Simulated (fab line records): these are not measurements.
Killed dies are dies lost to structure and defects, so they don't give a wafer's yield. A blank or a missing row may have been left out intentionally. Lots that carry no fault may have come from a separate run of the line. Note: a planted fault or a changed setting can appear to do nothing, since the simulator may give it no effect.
fab line records | flow n5Finfet | part 2 of 2: steps 5 to 6 of 6
[record] lots = 22 wafers = 66 lastDay = 18
route steps=1938 shown SDB@363 HKMG_FIN@400
lots that met no fault: from a run of the same line without faults
startH: hours from the record's first day to the start of the lot's first wafer shown | waitH: time in hours since the lot's previous step | " as in the row above | L1.1+2: a row that stands for several wafers | - value missing, or start not given | * or withheld: withheld | < > ~ a bound
route shown NAME@n: a module of which the file shows steps, and the number in the route of the first | usual: mean and standard deviation over wafers with no fault | same: alike in all rows | chamber/n: place in a boat | sites: each site's reading | _std_site: the standard deviation of these | _edge_site: mean of outer sites minus mean of inner sites | radiusMm: for every site, how far away it sits from the centre of the wafer | mask NAME#n: copy n | behind: the tool/chamber that last shaped the wafer | hold: cause of the lot's hold/its duration in hours/its outcome | device: names the non-switching transistor (n, p or np) | end of line: the same wafers' tests at the end of the route | a step given without rows: its recipe and nothing more | killed: dies lost to structure and defects at the first sort, not the wafer's yield | map: dies across one wafer; x = killed, . = not, _ = none there
set.NAME: the setting the step ran with; set.NAME@STEP: the setting that earlier step ran with | model.NAME: the simulator's own value behind a step, which no gauge read
the route's steps for a sample of lots (tables are steps, rows are wafers)
services: when a tool's chamber went out of use (startH, in hours from the record's first day, below 0 if earlier), for how many hours, and the reason
[[steps]]
[step N5_HKMG_FIN_ETCH_31]
[recipe] chemistry = CF4 target = SiARC targetDepthA = 455 maskMaterial = CAR-ArF timeS = 75.8 ionEnergyEv = 80 pressureMtorr = 40 sourceW = 545 biasW = 36 Ar_flow_sccm = 100 cf4FlowSccm = 100 ends = cleared
[usual] drypumpMotorCurrentA = 5.6/0.52 etchRfOnTimeS = 75.7/1.7 oesProductAu = 0.69/0.092 rfVppV = 183.8/1.1 showerheadPlenumPTorr = 2.12/0.069 throttleValvePct = 15.57/0.24
// columns lot.wafer tool chamber startH waitH drypumpMotorCurrentA etchRfOnTimeS oesProductAu rfHoursCounterH rfVppV showerheadPlenumPTorr throttleValvePct
L074.2 rieDiel-02 0 75.83 0.0 5.5 75.8 0.64 157 184.4 2.05 15.64
L074.3 " 1 " " 5.4 79.4 0.58 207 183.9 2.05 15.73
L074.5 " 3 " " 6.5 75.5 0.60 - 181.1 2.05 15.45
L075.1 rieDiel-01 2 82.14 0.0 5.1 75.1 0.60 213 184.6 2.12 15.54
L075.5 " 2 " " 5.1 74.6 0.61 - 183.6 2.12 15.54
L075.6 " 1 " " 6.7 75.7 0.61 - 182.4 2.11 16.02
L076.1 rieDiel-06 1 88.59 0.0 4.9 76.6 0.71 83 183.7 2.17 15.33
L076.3 " 2 " " 5.5 75.0 0.78 25 184.0 2.17 15.74
L076.5 " 2 " " 5.5 75.8 0.77 - 185.2 2.17 15.73
L077.2 rieDiel-01 0 93.37 0.0 6.0 78.2 0.68 84 185.5 2.17 15.52
L077.5 " 1 " " 6.7 75.4 0.61 - 182.8 2.11 16.00
L077.6 " 2 " " 5.1 74.5 0.61 - 183.7 2.12 15.55
L078.3 rieDiel-06 3 100.84 0.0 5.3 75.2 0.59 242 182.3 2.11 15.59
L078.5 " 0 " " 5.5 76.9 0.59 - 182.4 2.02 15.83
L078.6 " 3 " " 5.3 75.5 0.59 - 182.8 2.11 15.58
L080.2 rieDiel-06 2 117.35 0.0 5.5 75.1 0.76 37 182.5 2.17 15.75
L080.3 " 0 " " 5.5 75.4 0.60 242 182.6 2.02 15.83
L080.6 " 2 " " 5.5 74.8 0.75 - 183.6 2.17 15.77
L081.1 rieDiel-01 0 119.97 0.0 6.0 79.5 0.67 96 184.5 2.17 15.55
L081.4 " 2 " " 5.1 75.6 0.60 - 184.3 2.11 15.58
L081.6 " 0 " " 6.0 78.9 0.68 - 184.0 2.17 15.55
L082.1 rieDiel-02 0 125.46 0.0 5.6 75.8 0.63 165 183.0 2.05 15.65
L082.2 " 2 " " 5.4 77.1 0.58 244 182.0 2.03 15.90
L082.5 " 3 " " 6.5 76.5 0.59 - 184.2 2.04 15.46
L083.2 rieDiel-02 0 133.57 0.0 5.6 75.9 0.63 168 182.8 2.04 15.67
L083.5 " 3 " " 6.5 75.9 0.60 - 183.1 2.04 15.45
L083.6 " 2 " " 5.4 77.0 0.58 - 182.7 2.03 15.90
L084.1 rieDiel-06 3 140.56 0.0 5.3 71.5 0.84 3 183.3 2.11 15.12
L084.5 " 3 " " 5.3 71.7 0.84 - 183.1 2.11 15.13
L084.6 " 1 " " 4.9 76.0 0.70 - 183.3 2.16 15.37
L086.1 rieDiel-06 2 150.38 0.0 5.5 75.6 0.73 51 184.2 2.16 15.77
L086.5 " 1 " " 4.9 76.0 0.69 - 185.4 2.16 15.40
L086.6 " 3 " " 5.3 72.4 0.83 - 185.1 2.11 15.15
L087.2 rieDiel-01 2 160.57 0.0 5.2 74.2 0.59 251 183.0 2.11 15.61
L087.3 " 0 " " 6.0 78.4 0.66 117 184.1 2.16 15.60
L087.5 " 2 " " 5.1 74.5 0.59 - 183.7 2.11 15.62
L088.1 rieDiel-06 1 162.69 0.0 4.9 76.3 0.68 118 184.4 2.16 15.40
L088.3 " 0 " " 5.6 74.7 0.87 0 185.3 2.27 15.33
L088.5 " 0 " " 5.5 74.2 0.87 - 185.4 2.27 15.34
L089.1 rieDiel-01 3 167.48 0.0 6.1 73.3 0.79 13 183.7 2.12 15.59
L089.2 " 0 " " 6.0 78.2 0.66 120 184.5 2.16 15.62
L089.5 " 3 " " 6.1 74.1 0.80 - 183.1 2.12 15.58
L090.1 rieDiel-02 3 178.72 0.0 6.6 75.1 0.59 209 184.3 2.04 15.48
L090.3 " 2 " " 5.4 76.2 0.81 7 185.4 2.28 15.43
L090.4 " 0 " " 5.6 74.6 0.63 187 183.0 2.04 15.70
L091.1 rieDiel-06 0 179.76 0.0 5.5 74.4 0.83 5 185.2 2.27 15.35
L091.2 " 2 " " 5.5 75.0 0.72 60 186.0 2.16 15.79
L091.5 " 2 " " 5.5 75.4 0.73 - 184.1 2.16 15.79
L092.1 rieDiel-02 1 190.27 0.0 5.4 80.3 0.56 240 183.8 2.04 15.80
L092.2 " 2 " " 5.4 75.5 0.82 10 184.7 2.27 15.43
L092.3 " 0 " " 5.6 74.7 0.62 190 182.8 2.04 15.71
L093.1 rieDiel-06 2 194.08 0.0 5.5 75.8 0.71 65 182.5 2.16 15.80
L093.4 " 0 " " 5.5 74.8 0.82 10 186.1 2.27 15.35
L093.5 " 0 " " 5.5 74.8 0.82 - 185.3 2.27 15.36
L094.2 rieDiel-01 3 198.25 0.0 6.1 74.6 0.76 23 184.4 2.11 15.61
L094.4 " 1 " " 6.7 73.9 0.81 12 183.3 2.10 15.57
L094.5 " 1 " " 6.7 74.1 0.80 - 181.7 2.10 15.58
L095.2 rieDiel-06 0 204.11 0.0 5.5 74.3 0.81 13 185.6 2.27 15.35
L095.3 " 1 " " 4.9 76.9 0.67 130 183.4 2.15 15.41
L095.4 " 2 " " 5.5 75.1 0.72 68 184.0 2.16 15.81
L096.2 rieDiel-02 3 210.74 0.0 6.6 76.8 0.58 220 183.3 2.04 15.49
L096.3 " 2 " " 5.4 76.2 0.80 18 184.9 2.27 15.42
L096.6 " 0 " " 5.6 75.5 0.62 - 183.1 2.04 15.73
L097.1 rieDiel-06 3 216.56 0.0 5.3 73.1 0.77 29 181.9 2.10 15.18
L097.5 " 1 " " 4.9 76.1 0.67 - 183.6 2.15 15.44
L097.6 " 3 " " 5.3 72.9 0.78 - 182.7 2.10 15.19
[step N5_HKMG_FIN_STRIP_89]
[recipe] chemistry = N2/H2 material = SOC timeS = 20 powerW = 500 tempC = 40 pressureMtorr = 50 rfFrequencyHz = 6e+07 biasPowerW = 8 h2Frac = 0.5 n2FlowSccm = 300 h2FlowSccm = 300
[usual] drypumpMotorCurrentA = 5.6/0.5 oesProductAu = 0.80/0.11 rfVppV = 54.1/0.86 showerheadPlenumPTorr = 3.31/0.11 throttleValvePct = 19.04/0.27
// columns lot.wafer tool chamber startH waitH drypumpMotorCurrentA oesProductAu rfHoursCounterH rfVppV showerheadPlenumPTorr throttleValvePct
L074.2 rieDiel-02 3 77.17 0.0 6.6 0.71 191 53.2 3.23 19.28
L074.3 " 2 " " 5.4 0.69 238 53.7 3.19 19.19
L074.5 " 0 " " 5.6 0.76 - 54.8 3.22 19.46
L075.1 rieDiel-06 1 83.48 0.0 4.9 0.82 82 54.4 3.39 18.73
L075.5 " 2 " " 5.5 0.91 - 54.9 3.43 18.88
L075.6 " 3 " " 5.3 0.69 - 53.3 3.31 18.99
L076.1 rieDiel-06 1 89.98 0.0 4.9 0.82 84 53.6 3.39 18.71
L076.3 " 2 " " 5.5 0.91 26 54.5 3.43 18.86
L076.5 " 1 " " 4.9 0.83 - 53.6 3.39 18.71
L077.2 rieDiel-02 1 94.80 0.0 5.4 0.68 213 52.8 3.17 18.92
L077.5 " 3 " " 6.5 0.70 - 53.7 3.23 19.28
L077.6 " 2 " " 5.4 0.69 - 54.2 3.19 19.20
L078.3 rieDiel-01 3 102.25 0.0 6.1 0.69 243 52.6 3.31 19.18
L078.5 " 0 " " 6.0 0.81 - 54.9 3.38 18.90
L078.6 " 1 " " 6.7 0.71 - 54.1 3.31 19.37
L080.2 rieDiel-01 3 118.69 0.0 6.1 0.68 250 55.2 3.31 19.19
L080.3 " 2 " " 5.2 0.70 228 53.0 3.31 19.17
L080.6 " 3 " " 6.1 0.67 - 54.9 3.31 19.16
L081.1 rieDiel-06 1 121.67 0.0 4.9 0.82 99 55.4 3.38 18.75
L081.4 " 1 " " 4.9 0.81 - 54.4 3.38 18.75
L081.6 " 0 " " 5.6 0.69 - 54.4 3.18 19.59
L082.1 rieDiel-01 2 126.84 0.0 5.2 0.69 234 54.6 3.31 19.17
L082.2 " 0 " " 6.0 0.79 101 54.1 3.37 18.91
L082.5 " 0 " " 6.0 0.79 - 53.5 3.37 18.90
L083.2 rieDiel-06 3 134.92 0.0 5.3 1.02 0 52.6 3.31 18.65
L083.5 " 1 " " 5.0 0.81 - 54.8 3.38 18.76
L083.6 " 0 " " 5.5 0.70 - 53.4 3.18 19.59
L084.1 rieDiel-01 3 141.93 0.0 6.1 1.00 0 53.6 3.31 18.78
L084.5 " 0 " " 6.0 0.79 - 53.7 3.37 18.94
L084.6 " 2 " " 5.2 0.69 - 52.6 3.30 19.20
L086.1 rieDiel-02 1 151.88 0.1 5.4 0.66 226 55.8 3.17 18.91
L086.5 " 0 " " 5.6 0.73 - 54.1 3.21 19.49
L086.6 " 1 " " 5.4 0.66 - 53.5 3.17 18.93
L087.2 rieDiel-02 1 161.91 0.0 5.4 0.66 231 53.1 3.16 18.94
L087.3 " 0 " " 5.6 0.74 181 53.7 3.21 19.51
L087.5 " 2 " " 5.4 1.00 - 54.6 3.59 18.80
L088.1 rieDiel-02 1 164.08 0.0 5.4 0.66 232 53.9 3.16 18.94
L088.3 " 0 " " 5.6 0.73 183 56.0 3.21 19.51
L088.5 " 2 " " 5.4 0.99 - 55.9 3.59 18.80
L089.1 rieDiel-01 1 168.93 0.0 6.7 0.99 3 53.0 3.30 18.97
L089.2 " 3 " " 6.1 0.93 14 54.3 3.30 18.81
L089.5 " 3 " " 6.1 0.93 - 54.2 3.30 18.80
L090.1 rieDiel-02 2 180.10 0.0 5.4 0.97 8 54.5 3.58 18.80
L090.3 " 3 " " 6.6 0.69 209 53.9 3.22 19.31
L090.4 " 0 " " 5.6 0.74 187 53.4 3.21 19.50
L091.1 rieDiel-06 1 181.14 0.0 4.9 0.79 124 54.7 3.37 18.79
L091.2 " 0 " " 5.5 1.00 5 54.9 3.58 19.16
L091.5 " 1 " " 4.9 0.79 - 56.0 3.37 18.81
L092.1 rieDiel-02 3 191.70 0.0 6.6 0.69 213 55.5 3.22 19.30
L092.2 " 1 " " 5.3 0.66 241 53.2 3.16 18.96
L092.3 " 2 " " 5.4 0.95 11 52.2 3.58 18.81
L093.1 rieDiel-01 2 195.42 0.0 5.1 0.98 5 52.8 3.30 18.75
L093.4 " 0 " " 6.0 0.76 129 54.2 3.36 18.97
L093.5 " 2 " " 5.2 0.98 - 55.4 3.30 18.74
L094.2 rieDiel-06 3 199.75 0.0 5.3 0.90 24 55.1 3.29 18.69
L094.4 " 2 " " 5.5 0.84 67 55.1 3.41 18.95
L094.5 " 2 " " 5.5 0.84 - 54.6 3.41 18.94
L095.2 rieDiel-01 1 205.46 0.0 6.7 0.95 15 52.9 3.29 19.00
L095.3 " 2 " " 5.1 0.95 8 54.6 3.30 18.73
L095.4 " 3 " " 6.1 0.91 25 53.0 3.29 18.81
L096.2 rieDiel-02 3 212.28 0.0 6.6 0.68 221 53.2 3.22 19.33
L096.3 " 0 " " 5.6 0.72 197 54.7 3.20 19.52
L096.6 " 2 " " 5.5 0.92 - 55.0 3.58 18.83
L097.1 rieDiel-01 2 217.90 0.0 5.2 0.95 12 54.0 3.29 18.76
L097.5 " 3 " " 6.1 0.89 - 53.2 3.29 18.82
L097.6 " 0 " " 6.0 0.76 - 54.7 3.35 18.97
[[services]]
// columns tool chamber startH hours kind
aldSin-01 2 47.70 4.4 repair
aldSin-04 - 85.71 14.0 pm
rieDiel-02 - 96.68 28.1 pm
rieDiel-01 - 105.62 2.8 pm
aldSin-01 - 114.67 2.8 pm
rieDiel-06 3 116.09 - clean
rieDiel-06 3 116.09 - consumableReplace:focusRing
rieDiel-06 3 116.09 18.1 scheduledDown
rieDiel-06 3 116.09 18.1 ventCycle
rieDiel-01 3 118.77 - clean
rieDiel-01 3 118.77 - consumableReplace:focusRing
aldSin-04 0 125.72 10.5 repair
rieDiel-02 3 126.12 3.5 repair
rieDiel-06 0 141.86 - clean
rieDiel-06 0 141.86 - consumableReplace:focusRing
rieDiel-06 0 141.86 - consumableReplace:showerhead
rieDiel-06 0 141.86 17.7 scheduledDown
rieDiel-06 0 141.86 17.7 ventCycle
rieDiel-02 3 143.67 19.0 repair
aldSin-01 - 157.02 14.6 pm
aldSin-01 - 176.75 14.0 pm
aldSin-01 2 197.06 3.2 repair
rieDiel-02 1 209.60 1.2 repair
rieDiel-06 2 212.80 6.6 repair
